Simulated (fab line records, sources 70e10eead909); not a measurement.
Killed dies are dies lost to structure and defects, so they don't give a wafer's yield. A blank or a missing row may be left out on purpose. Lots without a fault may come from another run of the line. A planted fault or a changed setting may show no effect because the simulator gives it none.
One fault seen from 2 desks | flow nand_harc | each desk has only its own numbers; what lay behind them comes last

THE DEFECT DESK
What the inspections along the route counted, lot by lot: means of the sampled wafers that have a number. A lot is out of limits, marked OUT, if its mean lies more than 4 standard deviations from the usual mean; the brackets give that distance.
Columns: A = raw_defect_count at NHARC_A_STAIRCASE_INSPECT_155, usual 373
lot  | first seen here | A
L406 | day 14 01:14    | 291
L407 | day 14 07:12    | 281
L409 | day 14 07:26    | 324
L408 | day 14 12:19    | 444
L412 | day 15 23:18    | 452
L414 | day 16 00:53    | 551
L413 | day 16 03:38    | 375
L419 | day 16 22:57    | 322
L418 | day 16 23:08    | 495
L420 | day 17 10:33    | 490
L424 | day 18 03:14    | 514
L429 | day 19 17:01    | 253
This desk's finding: nothing out of limits on any of the 12 lots.

THE TOOL OWNER'S DESK: rie_diel-06
The tool's own readings at NHARC_A_SGD_CUT_ETCH_59 (etches the open film in N2/H2, target depth 260 nm, time 406.25 s): means of the sampled wafers that have a number, for each lot that ran on this tool. A lot is out of limits, marked OUT, if its mean lies more than 4 standard deviations from the usual mean; the brackets give that distance.
Columns: A = drypump_motor_current_A at NHARC_A_SGD_CUT_ETCH_59, usual 5.5 A; B = oes_product_au at NHARC_A_SGD_CUT_ETCH_59, usual 0.998 a.u.; C = rf_vpp_V at NHARC_A_SGD_CUT_ETCH_59, usual 431.1 V; D = showerhead_plenum_p_Torr at NHARC_A_SGD_CUT_ETCH_59, usual 2.06 Torr; E = throttle_valve_pct at NHARC_A_SGD_CUT_ETCH_59, usual 14.171 %
lot  | first seen here | A   | B               | C     | D    | E
L409 | day 14 08:38    | 5.2 | 1.001           | 431.4 | 2.12 | 14.167
L412 | day 16 00:32    | 5.2 | 1.005           | 432.4 | 2.11 | 14.173
L419 | day 17 00:13    | 5.2 | 1.004           | 432.2 | 2.11 | 14.170
L424 | day 18 04:16    | 5.4 | 0.849 (-15) OUT | 432.7 | 2.12 | 14.170
L429 | day 19 18:11    | 5.1 | 0.866 (-13) OUT | 432.5 | 2.10 | 14.168
This desk's finding: out of limits on L424, L429; first on L424, day 18 04:16 (oes_product_au at NHARC_A_SGD_CUT_ETCH_59). In limits: L409, L412, L419.

PUT TOGETHER
The tool owner's desk could have raised an alarm at day 18 04:16, on L424, L429.
The defect desk saw nothing out of limits.
The defect desk has L424, L429 on record, within its limits.
Of the lots named, all ran NHARC_A_SGD_CUT_ETCH_59 on rie_diel-06.

WHAT THE SIMULATOR HAD PUT IN
Process parameter drift: rie_diel-06, from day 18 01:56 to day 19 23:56, at NHARC_A_SGD_CUT_ETCH_59. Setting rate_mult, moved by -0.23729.
Lots struck among those shown: L424, L429.
Hours from the fault's start to each desk's first reading out of limits: the tool owner's desk, 2.
